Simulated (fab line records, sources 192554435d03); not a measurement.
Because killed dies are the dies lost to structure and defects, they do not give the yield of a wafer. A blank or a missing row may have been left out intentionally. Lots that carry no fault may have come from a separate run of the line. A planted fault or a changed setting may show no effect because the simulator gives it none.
Which tool was responsible? ; flow n5-finfet ; 11 lots, 28 wafers sampled, at 6 steps of a route of 1938

== WHAT THE GAUGES SHOWED, per wafer ==
N5_BEOL_M3_THK_MEAS_01. Usual: M3_ILD_THK gives 78.8 nm (standard deviation 0.95).
lot;measured;on;M3_ILD_THK (nm);flag
L958;day 7 15:08;film-metro-02;78.4 77.5 79.5;
L959;day 7 21:38;film-metro-02;78.2 80.3;
L961;day 7 23:41;film-metro-01;77.1 79.8;
L960;day 8 04:33;film-metro-02;78.3 80.0;
L964;day 8 13:19;film-metro-01;78.3 78.1 78.7;
L968;day 11 00:30;film-metro-02;78.4 79.2;
L969;day 11 00:47;film-metro-01;79.0 79.9 80.8;
L971;day 11 06:50;film-metro-01;77.6 79.0 78.7;
L970;day 11 07:23;film-metro-02;115.2 116.4 80.3;OFF
L972;day 11 16:15;film-metro-02;114.7 78.7 79.3;OFF
L979;day 13 01:28;film-metro-01;113.6 116.3;OFF

N5_BEOL_M4_RC_MEAS_101. Usual: DIBL_N 36.5 mV/V, standard deviation 1.9; DIBL_P 36.4 mV/V, standard deviation 2.2; IOFF_N 0.17 nA/um, standard deviation 0.034; IOFF_P 0.21 nA/um, standard deviation 0.036; ION_N 678 uA/um, standard deviation 12; ION_P 462 uA/um, standard deviation 7.1; SS_N 71.7 mV/dec, standard deviation 0.61; SS_P 73.4 mV/dec, standard deviation 0.71; VT_N 249 mV, standard deviation 3.5; VT_P -251 mV, standard deviation 3.
lot;measured;on;DIBL_N (mV/V);DIBL_P (mV/V);IOFF_N (nA/um);IOFF_P (nA/um);ION_N (uA/um);ION_P (uA/um);SS_N (mV/dec);SS_P (mV/dec);VT_N (mV);VT_P (mV);flag
L958;day 8 17:21;prober-02;37.6 40.3 36.1;37.9 40.5 35.1;0.16 0.23 0.15;0.23 0.27 0.18;671 691 666;455 471 453;71.6 71.8 70.9;73.9 75.4 73.0;248 243 251;-250 -247 -253;
L959;day 9 12:31;prober-02;39.2 39.5;39.0 38.4;0.22 0.22;0.23 0.24;689 677;462 464;72.0 72.4;74.0 73.7;246 245;-252 -252;
L961;day 9 01:02;prober-01;34.2 34.4;34.7 34.6;0.15 0.15;0.20 0.20;675 676;464 471;70.5 70.9;72.9 73.6;249 250;-249 -248;
L960;day 9 16:39;prober-01;32.0 36.2;31.3 37.0;0.11 0.19;0.16 0.25;660 694;462 475;70.6 71.7;72.4 73.5;256 246;-253 -248;
L964;day 10 22:04;prober-02;34.9 35.3 34.3;34.9 33.9 33.7;0.15 0.15 0.14;0.20 0.19 0.19;681 666 667;470 458 469;71.3 71.8 71.0;73.2 72.7 72.7;247 249 250;-250 -248 -253;
L968;day 12 10:33;prober-02;35.0 35.8;34.6 35.2;0.12 0.13;0.17 0.18;667 664;456 452;71.5 71.1;72.6 72.2;256 254;-254 -252;
L969;day 12 12:31;prober-01;38.7 37.4 39.8;36.9 35.4 39.0;0.17 0.15 0.20;0.20 0.18 0.24;686 657 690;460 455 466;71.9 71.2 72.5;73.5 73.8 74.3;248 254 249;-252 -254 -252;
L971;day 12 18:41;prober-02;39.9 35.5 37.2;40.4 34.8 36.8;0.25 0.16 0.18;0.28 0.19 0.23;707 663 674;470 453 462;72.9 71.0 72.1;75.2 73.6 74.4;245 251 249;-248 -251 -249;
L970;day 13 02:16;prober-01;37.2;37.2;0.16;0.19;672;452;72.5;73.2;254;-253;
L972;day 13 06:54;prober-02;38.1 34.3;39.5 34.0;0.18 0.11;0.24 0.15;683 661;474 453;72.7 70.8;73.6 72.9;252 255;-250 -255;

== TOOL THAT RAN EACH LOT (tool first, then ch and the chambers of the sampled wafers, then the start) ==
lot;N5_BEOL_M2_ANNEAL_51;N5_BEOL_M2_PRE_CLEAN_60;N5_BEOL_M3_ILD_DEP_00;N5_BEOL_M3_HM_DEP_02
L958;rtp-anneal-01 ch 0, day 7 14:10;cvd-co-02 ch 0,1,2, day 7 14:47;pecvd-04 ch 0,2, day 7 15:05;pvd-sputter-01, day 7 16:36
L959;rtp-anneal-02 ch 0, day 7 20:45;cvd-co-01 ch 1,2, day 7 21:17;pecvd-04 ch 0,2, day 7 21:34;pvd-sputter-03, day 8 00:09
L961;rtp-anneal-02 ch 0, day 7 22:46;cvd-co-02 ch 0,2, day 7 23:19;pecvd-04 ch 0,2, day 7 23:37;pvd-sputter-01, day 8 00:48
L960;rtp-anneal-01 ch 0, day 8 03:34;cvd-co-02 ch 0,1, day 8 04:12;pecvd-04 ch 0,1, day 8 04:29;pvd-sputter-03, day 8 04:50
L964;rtp-anneal-01 ch 0, day 8 12:19;cvd-co-02 ch 1,2, day 8 12:57;pecvd-03 ch 0,2, day 8 13:14;pvd-sputter-01, day 8 14:23
L968;rtp-anneal-02 ch 0, day 10 23:31;cvd-co-02 ch 1, day 11 00:08;pecvd-04 ch 1,2, day 11 00:26;pvd-sputter-01, day 11 01:12
L969;rtp-anneal-01 ch 0, day 10 23:49;cvd-co-02 ch 0,2, day 11 00:26;pecvd-04 ch 0,2, day 11 00:44;pvd-sputter-02, day 11 02:59
L971;rtp-anneal-01 ch 0, day 11 05:53;cvd-co-02 ch 1,2, day 11 06:28;pecvd-04 ch 2, day 11 06:45;pvd-sputter-01, day 11 10:08
L970;rtp-anneal-02 ch 0, day 11 06:22;cvd-co-02 ch 0,1, day 11 07:01;pecvd-04 ch 1,2, day 11 07:18;pvd-sputter-01, day 11 10:16
L972;rtp-anneal-01 ch 0, day 11 15:15;cvd-co-02 ch 1,2, day 11 15:53;pecvd-04 ch 0,1,2, day 11 16:11;pvd-sputter-01, day 11 18:00
L979;rtp-anneal-02 ch 0, day 13 00:27;cvd-co-02 ch 0,2, day 13 01:05;pecvd-04 ch 1, day 13 01:23;pvd-sputter-03, day 13 05:46
- N5_BEOL_M2_ANNEAL_51: time 90 s.
- N5_BEOL_M2_PRE_CLEAN_60: time 15 s.
- N5_BEOL_M3_ILD_DEP_00: deposits SiOC from DEMS/O2, target thk 79 nm, time 15.3 s.
- N5_BEOL_M3_HM_DEP_02: deposits TiN, target thk 20 nm.

== WHAT THE TOOLS THEMSELVES READ (means of the sampled wafers that have a number; where no wafer has one, the mark that the record gives instead) ==
N5_BEOL_M2_ANNEAL_51. Usual: 226.18 for wafer_temp_C_max, sd 0.27.
lot;tool;wafer_temp_C_max;flag
L958;rtp-anneal-01;226.10;
L959;rtp-anneal-02;226.59;
L961;rtp-anneal-02;226.24;
L960;rtp-anneal-01;226.12;
L964;rtp-anneal-01;226.29;
L968;rtp-anneal-02;226.34;
L969;rtp-anneal-01;226.02;
L971;rtp-anneal-01;225.78;
L970;rtp-anneal-02;226.16;
L972;rtp-anneal-01;225.81;
L979;rtp-anneal-02;226.21;

N5_BEOL_M2_PRE_CLEAN_60. Usual: 81 W for heater-power-w, sd 27.
lot;tool;heater-power-w (W);flag
L958;cvd-co-02;76;
L959;cvd-co-01;96;
L961;cvd-co-02;60;
L960;cvd-co-02;76;
L964;cvd-co-02;88;
L968;cvd-co-02;112;
L969;cvd-co-02;66;
L971;cvd-co-02;92;
L970;cvd-co-02;65;
L972;cvd-co-02;91;
L979;cvd-co-02;62;

N5_BEOL_M3_ILD_DEP_00. Usual: chamber-pressure-Torr 4.999 Torr, standard deviation 0.011; heater-power-w 448 W, standard deviation 69; showerhead-plenum-p-Torr 5.695 Torr, standard deviation 0.021; throttle-valve-pct 11.9 %, standard deviation 0.43.
lot;tool;chamber-pressure-Torr (Torr);heater-power-w (W);showerhead-plenum-p-Torr (Torr);throttle-valve-pct (%);flag
L958;pecvd-04;4.999;385;5.727;12.0;
L959;pecvd-04;5.001;432;5.713;11.9;
L961;pecvd-04;4.986;422;5.709;11.9;
L960;pecvd-04;5.002;371;5.713;12.2;
L964;pecvd-03;4.997;465;5.669;11.5;
L968;pecvd-04;4.992;412;5.698;11.9;
L969;pecvd-04;5.003;409;5.715;12.2;
L971;pecvd-04;5.006;482;5.707;11.4;
L970;pecvd-04;4.986;443;5.700;12.0;
L972;pecvd-04;4.998;383;5.702;12.1;
L979;pecvd-04;5.006;440;5.692;12.4;

N5_BEOL_M3_HM_DEP_02. Usual: 30.7 % for throttle-valve-pct, sd 1.3.
lot;tool;throttle-valve-pct (%);flag
L958;pvd-sputter-01;31.4;
L959;pvd-sputter-03;29.2;
L961;pvd-sputter-01;31.3;
L960;pvd-sputter-03;29.8;
L964;pvd-sputter-01;31.2;
L968;pvd-sputter-01;31.2;
L969;pvd-sputter-02;30.1;
L971;pvd-sputter-01;31.5;
L970;pvd-sputter-01;31.1;
L972;pvd-sputter-01;31.5;
L979;pvd-sputter-03;30.1;

== THE ANSWER, worked out from the rows above alone ==
Rule: a lot is off if the mean of its wafers that have a number lies more than 3 standard deviations from the usual mean. A lot without any number at a reading at which 4 lots or more have one is off too. All remaining lots with rows at the step are treated as sound. First the gauges in route order, then the tools' own readings, where a lot's mean is used as printed above. At the first step where some lot is off, the reading lying furthest off is the one used; lots without a number count as furthest.
Off: L970, L972, L979, seen at N5_BEOL_M3_THK_MEAS_01 (M3_ILD_THK).
If a tool, at a process step before that reading, ran all the lots that are off and no sound lot after the first of them, it fits. Those tools and the gauges at N5_BEOL_M3_THK_MEAS_01 are tried in the same way. 2 tools fit, cvd-co-02 at N5_BEOL_M2_PRE_CLEAN_60 and pecvd-04 at N5_BEOL_M3_ILD_DEP_00, so this cannot tell which one it is.

== WHAT THE SIMULATOR HAD INSERTED ==
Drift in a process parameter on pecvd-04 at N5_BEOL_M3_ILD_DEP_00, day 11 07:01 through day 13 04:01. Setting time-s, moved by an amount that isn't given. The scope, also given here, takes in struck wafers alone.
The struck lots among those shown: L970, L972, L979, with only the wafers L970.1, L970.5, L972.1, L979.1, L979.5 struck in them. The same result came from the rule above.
